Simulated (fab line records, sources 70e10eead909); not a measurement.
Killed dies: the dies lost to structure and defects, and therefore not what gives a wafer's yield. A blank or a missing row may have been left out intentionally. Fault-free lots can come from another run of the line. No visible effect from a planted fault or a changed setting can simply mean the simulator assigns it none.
fab line records    flow nand_harc    part 2 of 2: steps 24 to 32 of 32
record: lots: 5  wafers: 15  last_day: 32
route steps=1302 shown P_M1@296 P_M2@318
lots that met no fault: taken from a fault-free run of the same line
start_h: hours from the record's opening day to when the first of the lot's shown wafers began    wait_h: hours from the lot's prior step to this one    " unchanged from the row above    L1.1+2: one row covering several wafers at once    - either no value or no given start    * or withheld: withheld    < > ~ a bound
route shown NAME@n: names a module that has steps shown in the file, with the first one's number in the route    usual: mean/standard deviation of fault-free wafers    same: alike in all rows    chamber/n: place in a boat    sites: the reading at each site    _std_site: the standard deviation of these    _edge_site: outer sites' mean less inner sites'    radius_mm: how far each site lies from the wafer's centre    mask NAME#n: copy n    behind: tool/chamber where the wafer was last shaped    hold: what put the lot on hold/how long, in hours/how the hold closed    device: transistor that didn't switch, given as n, p or np    end of line: the route-end tests of the same wafers    where a step has no rows: the recipe by itself    killed: dies lost to structure and defects at the first sort, not the wafer's yield    map: a wafer's dies, x killed, . not, _ none there
set.NAME: the setting the step ran with; set.NAME@STEP: the setting that earlier step ran with    model.NAME: the simulator's own value behind a step, which no gauge read
lots at some steps of the route; a table a step, a row a wafer
services: from which hour (start_h, from the record's first day; less than 0 if before it) a tool's chamber was out of use, for how many hours, and why
== steps ==
step: NHARC_P_M2_HMDS_02
recipe: time_s: 30
usual: chill_plate_temp_C: 22.98/0.12
lot.wafer  tool            chamber  start_h  wait_h  chill_plate_temp_C
L076.2     litho_track-06  0        -        -       23.11
L076.3     "               0        "        "       22.99
L076.4     "               0        "        "       23.02
L077.2     litho_track-06  0        -        -       23.00
L077.3     "               0        "        "       23.03
L077.4     "               0        "        "       23.06
L082.1     litho_track-01  0        -        -       23.01
L082.4     "               0        "        "       22.93
L082.5     "               0        "        "       23.00
L090.3     litho_track-06  0        -        -       22.91
L090.4     "               0        "        "       23.06
L090.6     "               0        "        "       23.08
L093.2     litho_track-01  0        -        -       22.85
L093.5     "               0        "        "       22.93
L093.6     "               0        "        "       23.04
step: NHARC_P_M2_COAT_34
recipe: temp_c: 200  time_s: 65
usual: chill_plate_temp_C: 22.99/0.11  plate_temp_C: 200.00/0.17
lot.wafer  tool            chamber  start_h  wait_h  chill_plate_temp_C  plate_temp_C
L076.2     litho_track-06  0        -        -       22.75               199.74
L076.3     "               0        "        "       23.01               200.06
L076.4     "               0        "        "       22.85               200.04
L077.2     litho_track-06  0        -        -       22.94               200.10
L077.3     "               0        "        "       23.02               199.82
L077.4     "               0        "        "       22.92               199.83
L082.1     litho_track-01  0        -        -       22.81               199.72
L082.4     "               0        "        "       22.86               199.87
L082.5     "               0        "        "       22.84               199.88
L090.3     litho_track-06  0        -        -       23.06               200.12
L090.4     "               0        "        "       23.29               199.98
L090.6     "               0        "        "       23.15               199.91
L093.2     litho_track-01  0        -        -       23.16               200.00
L093.5     "               0        "        "       23.15               200.04
L093.6     "               0        "        "       22.96               200.15
step: NHARC_P_M2_COAT_03
recipe: spin_rpm: 1500  resist_thk_nm: 90
usual: chill_plate_temp_C: 22.99/0.096  dispense_pressure_kPa: 55.2/0.93
lot.wafer  tool            chamber  start_h  wait_h  chill_plate_temp_C  dispense_pressure_kPa
L076.2     litho_track-06  0        -        -       22.88               54.9
L076.3     "               0        "        "       22.84               54.9
L076.4     "               0        "        "       22.89               54.8
L077.2     litho_track-06  0        -        -       22.97               54.8
L077.3     "               0        "        "       23.03               54.9
L077.4     "               0        "        "       23.08               54.8
L082.1     litho_track-01  0        -        -       22.91               54.7
L082.4     "               0        "        "       22.93               54.6
L082.5     "               0        "        "       22.75               54.7
L090.3     litho_track-06  0        -        -       22.88               54.8
L090.4     "               0        "        "       22.89               54.8
L090.6     "               0        "        "       22.92               54.9
L093.2     litho_track-01  0        -        -       23.02               54.6
L093.5     "               0        "        "       23.03               54.7
L093.6     "               0        "        "       22.94               54.6
step: NHARC_P_M2_SOFTBAKE_04
recipe: temp_c: 105  time_s: 55
usual: chill_plate_temp_C: 23.01/0.096  plate_temp_C: 104.99/0.14
lot.wafer  tool            chamber  start_h  wait_h  chill_plate_temp_C  plate_temp_C
L076.2     litho_track-06  0        -        -       22.99               105.12
L076.3     "               0        "        "       23.08               105.08
L076.4     "               0        "        "       23.12               105.25
L077.2     litho_track-06  0        -        -       23.03               105.14
L077.3     "               0        "        "       23.03               105.02
L077.4     "               0        "        "       23.08               105.29
L082.1     litho_track-01  0        -        -       22.88               105.16
L082.4     "               0        "        "       23.05               105.03
L082.5     "               0        "        "       22.82               105.25
L090.3     litho_track-06  0        -        -       22.98               104.86
L090.4     "               0        "        "       23.17               105.21
L090.6     "               0        "        "       23.08               104.91
L093.2     litho_track-01  0        -        -       23.06               104.93
L093.5     "               0        "        "       22.96               104.88
L093.6     "               0        "        "       22.85               105.01
step: NHARC_P_M2_EBR_05
usual: chill_plate_temp_C: 22.99/0.11
lot.wafer  tool            chamber  start_h  wait_h  chill_plate_temp_C
L076.2     litho_track-06  0        -        -       23.12
L076.3     "               0        "        "       22.99
L076.4     "               0        "        "       23.00
L077.2     litho_track-06  0        -        -       23.13
L077.3     "               0        "        "       22.96
L077.4     "               0        "        "       23.11
L082.1     litho_track-01  0        -        -       23.09
L082.4     "               0        "        "       23.12
L082.5     "               0        "        "       23.13
L090.3     litho_track-06  0        -        -       22.97
L090.4     "               0        "        "       23.13
L090.6     "               0        "        "       23.14
L093.2     litho_track-01  0        -        -       23.03
L093.5     "               0        "        "       22.97
L093.6     "               0        "        "       22.83
step: NHARC_P_M2_EXPOSE_06
recipe: na: 1.35  target_cd_nm: 170  dose_mj: 80.78  mask_id: P_M2
usual: stage_vel_mm_s: 499.98/0.25
lot.wafer  tool             chamber  start_h  wait_h  mask    stage_vel_mm_s
L076.2     arfi_scanner-03  0        149.42   -       P_M2#0  499.63
L076.3     "                0        "        "       P_M2#0  500.18
L076.4     "                0        "        "       P_M2#0  499.82
L077.2     arfi_scanner-01  0        157.47   -       P_M2#0  500.17
L077.3     "                0        "        "       P_M2#0  499.89
L077.4     "                0        "        "       P_M2#0  499.75
L082.1     arfi_scanner-02  0        213.16   -       P_M2#0  499.98
L082.4     "                0        "        "       P_M2#0  499.96
L082.5     "                0        "        "       P_M2#0  499.86
L090.3     arfi_scanner-01  0        292.28   -       P_M2#0  500.02
L090.4     "                0        "        "       P_M2#0  499.97
L090.6     "                0        "        "       P_M2#0  500.09
L093.2     arfi_scanner-03  0        320.98   -       P_M2#0  499.88
L093.5     "                0        "        "       P_M2#0  499.56
L093.6     "                0        "        "       P_M2#0  499.59
step: NHARC_P_M2_PEB_07
recipe: peb_temp_c: 100  peb_time_s: 65
usual: chill_plate_temp_C: 22.99/0.11  plate_temp_C: 99.97/0.13
lot.wafer  tool            chamber  start_h  wait_h  chill_plate_temp_C  plate_temp_C
L076.2     litho_track-01  0        149.47   0.1     23.04               99.90
L076.3     "               0        "        "       23.13               99.96
L076.4     "               0        "        "       23.09               99.98
L077.2     litho_track-04  0        157.53   0.1     22.81               99.92
L077.3     "               0        "        "       22.90               100.07
L077.4     "               0        "        "       23.01               99.84
L082.1     litho_track-04  0        213.23   0.1     22.97               99.89
L082.4     "               0        "        "       22.89               99.81
L082.5     "               0        "        "       23.15               99.70
L090.3     litho_track-04  0        292.33   0.0     22.92               100.06
L090.4     "               0        "        "       22.93               99.91
L090.6     "               0        "        "       22.81               99.95
L093.2     litho_track-04  0        321.03   0.1     23.11               100.04
L093.5     "               0        "        "       23.15               100.06
L093.6     "               0        "        "       23.02               100.07
step: NHARC_P_M2_DEVELOP_08
recipe: develop_time_s: 35  dev_temp_c: 23
usual: chill_plate_temp_C: 23.02/0.098  developer_temp_C: 23.00/0.097
lot.wafer  tool            chamber  start_h  wait_h  chill_plate_temp_C  developer_temp_C
L076.2     litho_track-01  0        -        -       22.99               22.97
L076.3     "               0        "        "       22.94               22.98
L076.4     "               0        "        "       22.94               22.87
L077.2     litho_track-04  0        -        -       22.93               23.06
L077.3     "               0        "        "       23.08               22.96
L077.4     "               0        "        "       22.99               23.06
L082.1     litho_track-04  0        -        -       23.07               23.12
L082.4     "               0        "        "       22.98               23.06
L082.5     "               0        "        "       22.95               22.92
L090.3     litho_track-04  0        -        -       22.99               22.95
L090.4     "               0        "        "       22.96               23.09
L090.6     "               0        "        "       23.09               23.11
L093.2     litho_track-04  0        -        -       22.98               22.83
L093.5     "               0        "        "       22.91               22.95
L093.6     "               0        "        "       22.87               22.87
step: NHARC_P_M2_CD_MEAS_09
recipe: target_cd_nm: 170  landing_energy_ev: 500
usual: cd_nm: 170.4/0.58
lot.wafer  tool       chamber  start_h  wait_h  cd_nm
L076.2     cd_sem-03  0        149.56   -       169.6
L076.3     "          0        "        "       169.9
L076.4     "          0        "        "       170.3
L077.2     cd_sem-02  0        157.61   -       171.0
L077.3     "          0        "        "       170.7
L077.4     "          0        "        "       170.1
L082.1     cd_sem-01  0        213.31   -       169.0
L082.4     "          0        "        "       169.7
L082.5     "          0        "        "       170.4
L090.3     cd_sem-01  0        292.42   -       170.2
L090.4     "          0        "        "       171.1
L090.6     "          0        "        "       170.0
L093.2     cd_sem-01  0        321.12   -       170.4
L093.5     "          0        "        "       171.1
L093.6     "          0        "        "       171.6
== services ==
tool            chamber  start_h  hours  kind
pvd_sputter-03  -        124.06   1.2    repair
rie_diel-10     0        125.24   10.0   repair
rie_diel-09     0        125.84   1.5    repair
pecvd-04        -        126.42   1.3    repair
rie_diel-09     2        128.87   5.4    repair
pecvd-03        1        131.19   4.5    repair
wet_bench-10    -        135.20   8.0    pm
rie_diel-09     -        143.11   9.0    pm
litho_track-01  -        155.00   7.0    pm
pvd_sputter-03  -        170.32   10.0   pm
pecvd-04        1        173.60   3.5    repair
litho_track-06  -        179.00   7.0    pm
pvd_sputter-03  -        181.85   3.1    repair
rie_diel-10     2        183.50   8.9    repair
pecvd-04        -        185.20   0.5    repair
pecvd-04        -        198.43   3.1    repair
rie_diel-10     2        201.88   16.8   repair
litho_track-04  -        203.00   7.0    pm
pvd_sputter-01  -        226.07   10.0   pm
rie_diel-10     -        242.74   9.0    pm
pvd_sputter-01  -        264.00   16.4   repair
pecvd-04        -        269.00   13.0   pm
wet_bench-10    -        311.20   8.0    pm
rie_diel-10     3        313.12   1.3    repair
